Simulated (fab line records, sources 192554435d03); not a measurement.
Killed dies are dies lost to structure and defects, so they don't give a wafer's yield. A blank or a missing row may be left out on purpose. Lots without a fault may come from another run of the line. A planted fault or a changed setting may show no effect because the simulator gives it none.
Which tool did it? | flow n5_finfet | 11 lots, 33 wafers sampled, at 5 steps of a route of 1938

WHAT THE GAUGES READ, wafer by wafer
N5_BEOL_M6_OCD_MEAS_38. Usual: trench_depth_nm 94.1 nm, standard deviation 1.4.
lot  | measured     | on     | trench_depth_nm (nm) | flag
L938 | day 10 02:20 | ocd-02 | 92.0 94.2 91.9       |
L939 | day 10 09:44 | ocd-01 | 95.8 92.6 94.6       |
L940 | day 10 13:05 | ocd-01 | 93.1 96.1 93.9       |
L942 | day 11 02:59 | ocd-02 | 95.6 93.2 93.3       |
L945 | day 12 08:44 | ocd-01 | 95.0 91.6 93.1       |
L947 | day 12 13:31 | ocd-01 | 95.7 93.5 93.5       |
L946 | day 12 13:42 | ocd-01 | 97.3 92.3 97.0       |
L955 | day 14 11:38 | ocd-01 | 92.9 95.4 93.1       |
L956 | day 14 17:07 | ocd-01 | 95.4 93.9 96.2       |
L954 | day 14 19:20 | ocd-02 | 91.2 93.5 92.8       |
L958 | day 15 03:01 | ocd-02 | 94.0 94.9 92.4       |

N5_BEOL_M6_THK_MEAS_53: measures by xrf. Usual: M6_THK 79.9 nm, standard deviation 1.6.
lot  | measured     | on            | M6_THK (nm)    | flag
L938 | day 10 06:16 | film_metro-02 | 75.9 79.8 76.1 |
L939 | day 10 13:37 | film_metro-01 | 82.3 78.3 80.8 |
L940 | day 10 15:52 | film_metro-01 | 79.8 82.2 80.7 |
L942 | day 11 06:34 | film_metro-02 | 80.7 79.4 80.2 |
L945 | day 12 11:33 | film_metro-01 | 81.4 77.6 78.7 |
L947 | day 12 15:49 | film_metro-02 | 81.4 79.1 78.5 |
L946 | day 12 16:27 | film_metro-02 | 81.7 77.6 81.2 |
L955 | day 14 14:40 | film_metro-02 | 77.6 82.7 79.5 |
L956 | day 14 19:46 | film_metro-02 | 81.5 77.0 82.4 |
L954 | day 14 22:13 | film_metro-01 | 78.0 80.4 78.4 |
L958 | day 15 05:26 | film_metro-02 | 79.2 79.7 77.5 |

N5_BEOL_M7_THK_MEAS_01. Usual: M7_ILD_THK 154.9 nm, standard deviation 2.1.
lot  | measured     | on            | M7_ILD_THK (nm)   | flag
L938 | day 10 07:03 | film_metro-02 | 154.0 157.7 157.4 |
L939 | day 10 14:25 | film_metro-02 | 159.2 158.4 158.3 |
L940 | day 10 16:38 | film_metro-01 | 154.5 153.7 152.8 |
L942 | day 11 07:21 | film_metro-01 | 153.0 154.3 154.2 |
L945 | day 12 12:38 | film_metro-02 | 179.6 181.4 181.0 | OFF
L947 | day 12 17:39 | film_metro-01 | 176.2 180.3 178.6 | OFF
L946 | day 12 18:26 | film_metro-01 | 179.1 181.9 183.1 | OFF
L955 | day 14 15:26 | film_metro-01 | 152.3 155.9 156.0 |
L956 | day 14 20:49 | film_metro-01 | 153.7 154.6 155.5 |
L954 | day 14 23:01 | film_metro-02 | 150.7 153.2 154.7 |
L958 | day 15 06:26 | film_metro-01 | 154.2 156.0 154.0 |

WHICH TOOL RAN EACH LOT (tool, then ch and the chambers of the sampled wafers, then the start)
lot  | N5_BEOL_M6_STRIP_36                | N5_BEOL_M7_CURE_74
L938 | rie_diel-01 ch 2,3, day 10 02:09   | uv_cure-02 ch 1, day 10 06:32
L939 | rie_diel-04 ch 0,2, day 10 09:33   | uv_cure-03 ch 0, day 10 14:04
L940 | rie_diel-01 ch 1,2,3, day 10 12:53 | uv_cure-03 ch 1, day 10 16:12
L942 | rie_diel-01 ch 0,3, day 11 02:48   | uv_cure-02 ch 2, day 11 06:50
L945 | rie_diel-01 ch 0,1,2, day 12 08:32 | uv_cure-03 ch 0, day 12 12:07
L947 | rie_diel-04 ch 0,1,3, day 12 13:20 | uv_cure-03 ch 2, day 12 17:08
L946 | rie_diel-01 ch 1,2,3, day 12 13:30 | uv_cure-03 ch 0, day 12 17:55
L955 | rie_diel-03 ch 0,2,3, day 14 11:26 | uv_cure-02 ch 0, day 14 14:56
L956 | rie_diel-01 ch 0,1,3, day 14 16:55 | uv_cure-02 ch 2, day 14 20:23
L954 | rie_diel-04 ch 1,3, day 14 19:08   | uv_cure-02 ch 0, day 14 22:39
L958 | rie_diel-04 ch 1,2,3, day 15 02:49 | uv_cure-03 ch 0, day 15 05:56
- N5_BEOL_M6_STRIP_36: strips in N2/H2.
- N5_BEOL_M7_CURE_74: cures SiCOH lowk, time 240 s.

WHAT THE TOOLS THEMSELVES READ (means of the sampled wafers that have a number; where no wafer has one, the mark that the record gives instead)
N5_BEOL_M6_STRIP_36. Usual: drypump_motor_current_A 5.8 A, standard deviation 0.34; oes_product_au 0.79 a.u., standard deviation 0.072; rf_vpp_V 58.8 V, standard deviation 1.5; showerhead_plenum_p_Torr 2.52 Torr, standard deviation 0.092; throttle_valve_pct 23.66 %, standard deviation 0.25.
lot  | tool        | drypump_motor_current_A (A) | oes_product_au (a.u.) | rf_vpp_V (V) | showerhead_plenum_p_Torr (Torr) | throttle_valve_pct (%) | flag
L938 | rie_diel-01 | 6.0                         | 0.72                  | 58.0         | 2.49                            | 23.71                  |
L939 | rie_diel-04 | 5.5                         | 0.81                  | 60.8         | 2.51                            | 23.51                  |
L940 | rie_diel-01 | 6.0                         | 0.71                  | 60.2         | 2.48                            | 23.69                  |
L942 | rie_diel-01 | 6.0                         | 0.79                  | 58.8         | 2.44                            | 23.64                  |
L945 | rie_diel-01 | 6.1                         | 0.80                  | 58.3         | 2.48                            | 23.46                  |
L947 | rie_diel-04 | 5.8                         | 0.82                  | 59.6         | 2.60                            | 23.60                  |
L946 | rie_diel-01 | 6.0                         | 0.78                  | 58.9         | 2.48                            | 23.60                  |
L955 | rie_diel-03 | 5.5                         | 0.77                  | 57.7         | 2.50                            | 23.89                  |
L956 | rie_diel-01 | 5.9                         | 0.79                  | 58.3         | 2.45                            | 23.59                  |
L954 | rie_diel-04 | 6.0                         | 0.80                  | 60.6         | 2.67                            | 23.82                  |
L958 | rie_diel-04 | 5.8                         | 0.76                  | 60.0         | 2.65                            | 23.83                  |

N5_BEOL_M7_CURE_74. Usual: lamp_power_pct 52.31 %, standard deviation 0.06; run_length_s 286.1 s, standard deviation 1.1; wafer_temp_C_max 386.7, standard deviation 0.58.
lot  | tool       | lamp_power_pct (%) | run_length_s (s) | wafer_temp_C_max | flag
L938 | uv_cure-02 | 52.24              | 284.9            | 387.7            |
L939 | uv_cure-03 | 52.32              | 285.9            | 386.4            |
L940 | uv_cure-03 | 52.26              | 286.2            | 387.8            |
L942 | uv_cure-02 | 52.31              | 285.7            | 386.4            |
L945 | uv_cure-03 | -                  | -                | -                | OFF
L947 | uv_cure-03 | -                  | -                | -                | OFF
L946 | uv_cure-03 | -                  | -                | -                | OFF
L955 | uv_cure-02 | 52.25              | 286.0            | 386.6            |
L956 | uv_cure-02 | 52.31              | 285.7            | 386.4            |
L954 | uv_cure-02 | 52.33              | 286.1            | 386.7            |
L958 | uv_cure-03 | 52.37              | 285.8            | 386.8            |

THE ANSWER, worked out from the rows above alone
Rule: a lot is off if the mean of its wafers that have a number lies more than 3 standard deviations from the usual mean. A lot without any number at a reading at which 4 lots or more have one is off too. The other lots that the step has rows for count as sound. The gauges are gone through in route order, then the tools' own readings, and for those a lot's mean is taken as printed above. The first step at which some lot is off is used, and at that step the reading that is off furthest; a lot without a number counts as furthest.
Off: L945, L947, L946, at N5_BEOL_M7_THK_MEAS_01 (M7_ILD_THK).
A tool fits if, at a process step before that reading, it ran every lot that is off, and no sound lot after the first of them. The gauges at N5_BEOL_M7_THK_MEAS_01 aren't tried: what is off there is off at N5_BEOL_M7_CURE_74 too, on other tools, and a gauge's error can't cause that. None of those tried fits.

WHAT THE SIMULATOR HAD PUT IN
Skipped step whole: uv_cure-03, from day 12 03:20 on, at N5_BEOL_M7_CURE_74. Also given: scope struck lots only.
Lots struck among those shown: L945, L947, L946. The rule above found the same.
